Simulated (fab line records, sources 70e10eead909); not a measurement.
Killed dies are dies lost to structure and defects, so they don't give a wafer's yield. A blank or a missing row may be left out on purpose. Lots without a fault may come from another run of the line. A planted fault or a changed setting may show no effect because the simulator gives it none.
A struck lot beside a sound one | flow nand_harc | 22 steps out of a route of 1302
Sound: wafers L536.1, L536.2, L536.6. Struck: wafers L548.4, L548.5, L548.6. The cause comes at the end.
At each step with rows: each side's tool, then ch and its chambers, then its first start. Under that, the readings that differ: sound wafers | struck wafers | difference of the means | sigmas: that difference in standard deviations of wafers without a fault.
alike: readings whose means differ by less than 2 such deviations, and words and numbers that are the same on both sides. not compared: withheld readings, readings that some wafer has no value for, bounds like >300 that may hide the same value, and numbers for which the record gives no deviation and whose values overlap.
The two part at a step that has a row with sigmas, a row that says differs or no value, or rows on one side only. Numbers that don't overlap but have no deviation are shown without sigmas and don't part them. A reading that every wafer of one side lacks parts them only if that side has two wafers or more.

NHARC_A_BLC_CVD_24: deposits W, target thk 150 nm, time 434 s.
  sound on cvd_w-01 ch 0,1; struck on cvd_w-02 ch 0,1
  alike: heater_power_w, mfc_h2_sccm, throttle_valve_pct
NHARC_A_BLC_CMP_25: polishes, t overpolish 30 s, target thk 150 nm.
  sound on cmp-03 ch 0,1, day 23 21:31; struck on cmp-03 ch 0,3, day 29 00:26
  alike: motor_current_A, overpolish_run_s, slurry_filter_dp_kPa, time_to_endpoint_s
then, 1 step without rows for these wafers: NHARC_A_BLC_SRD_27.
NHARC_A_BLC_INSPECT_28:
  sound on defect_inspect-01, day 23 21:53; struck on defect_inspect-02, day 29 00:49
  reading          | sound       | struck      | difference | sigmas
  raw_defect_count | 579 486 488 | 572 753 986 | +253       | +2
then, 7 steps without rows for these wafers: NHARC_A_M0_DEP_00 (deposits SiOC, target thk 150 nm); NHARC_A_M0_DEHYDRATE_01 (time 120 s); NHARC_A_M0_HMDS_02 (time 30 s); NHARC_A_M0_COAT_33 (time 65 s); NHARC_A_M0_COAT_03 (resist thk 90 nm); NHARC_A_M0_SOFTBAKE_04 (time 55 s); NHARC_A_M0_EBR_05.
NHARC_A_M0_EXPOSE_06: exposes mask A M0, target cd 80 nm.
  sound on arfi_scanner-02 ch 0, day 23 22:40; struck on arfi_scanner-02 ch 0, day 29 01:35
  reading              | sound             | struck            | difference | sigmas
  exposure_dose_mJ_cm2 | 83.26 83.11 83.24 | 74.45 74.64 74.60 | -8.64      | -99 or more
  alike: mask
then, 2 steps without rows for these wafers: NHARC_A_M0_PEB_07 (peb time 65 s); NHARC_A_M0_DEVELOP_08 (develop time 35 s).
NHARC_A_M0_CD_MEAS_09: target cd 80 nm.
  sound on cd_sem-01 ch 0, day 23 22:48; struck on cd_sem-03 ch 0, day 29 01:43
  reading    | sound          | struck         | difference | sigmas
  cd_nm (nm) | 80.2 79.6 80.4 | 71.6 73.5 73.2 | -7.3       | -11
NHARC_A_M0_OVL_MEAS_10: pitch 160 nm.
  sound on overlay-02, day 23 22:53; struck on overlay-01, day 29 01:48
  alike: overlay_x_nm, overlay_y_nm
NHARC_A_M0_INSPECT_11:
  sound on defect_inspect-01, day 23 22:55; struck on defect_inspect-01, day 29 01:50
  alike: raw_defect_count
NHARC_A_M0_DESCUM_14: chemistry O2, time 3 s.
  sound on rie_diel-03 ch 0,2,3, day 23 22:59; struck on rie_diel-03 ch 1,2,3, day 29 01:55
  reading               | sound            | struck            | difference | sigmas
  model.A_M0.cd_nm (nm) | 79.48 79.69 79.9 | 71.33 73.25 73.17 | -7.11      |
  alike: chamber_pressure_mTorr, drypump_motor_current_A, oes_product_au, rf_vpp_V, showerhead_plenum_p_Torr, throttle_valve_pct
  not compared: rf_hours_counter_h
NHARC_A_M0_ETCH_34: etches the open film in N2/H2, target depth 40 nm, overetch 12 nm, time 43.94 s.
  sound on rie_diel-03 ch 0,1, day 23 23:04; struck on rie_diel-03 ch 0,1, day 29 01:59
  alike: bias_w, chamber_pressure_mTorr, drypump_motor_current_A, h2_flow_sccm, oes_product_au, rf_vpp_V, showerhead_plenum_p_Torr, throttle_valve_pct
  not compared: rf_hours_counter_h
NHARC_A_M0_ETCH_15: etches the open film in C4F8/Ar, target depth 150 nm, overetch 15 nm, time 82.5 s.
  sound on rie_diel-03 ch 0,1,2; struck on rie_diel-03 ch 0,2,3
  reading               | sound             | struck            | difference | sigmas
  model.A_M0.cd_nm (nm) | 79.95 79.68 79.95 | 71.33 73.25 73.38 | -7.21      |
  alike: bias_w, chamber_pressure_mTorr, oes_product_au, rf_vpp_V
  not compared: rf_hours_counter_h
NHARC_A_M0_CD_MEAS_16:
  sound on cd_sem-03, day 23 23:17; struck on cd_sem-02, day 29 02:13
  reading    | sound          | struck         | difference | sigmas
  cd_nm (nm) | 80.4 79.7 80.2 | 71.3 73.1 73.5 | -7.5       | -8
NHARC_END_SORT_01:
  sound on prober-02 ch 0, day 25 15:29; struck on prober-02 ch 0, day 30 23:11
  reading                  | sound          | struck         | difference | sigmas
  defect_limited_yield (%) | 92.5 95.1 92.5 | 85.1 86.1 90.0 | -6.3       | -2
  killed_at_array          | 46 26 41       | 97 90 67       | +47        | +2
  killed_at_periphery      | 5 7 10         | 4 4 0          | -5         | -2
  killed_dies              | 51 33 51       | 101 94 68      | +43        | +2
  sort_bin_4_pct (%)       | 4.7 3.0 3.8    | 8.3 8.4 5.0    | +3.4       | +2
  sort_n_pass              | 626 644 626    | 576 583 609    | -43        | -2
  sort_yield_pct (%)       | 92.5 95.1 92.5 | 85.1 86.1 90.0 | -6.3       | -2
  alike: killed_at_other, killed_open, killed_short, sort_bin_2_pct, sort_bin_3_pct, sort_rim_yield_pct

WHERE THEY PART
First at NHARC_A_BLC_INSPECT_28; last, within this record, at NHARC_END_SORT_01.

WHY: what the simulator had put in
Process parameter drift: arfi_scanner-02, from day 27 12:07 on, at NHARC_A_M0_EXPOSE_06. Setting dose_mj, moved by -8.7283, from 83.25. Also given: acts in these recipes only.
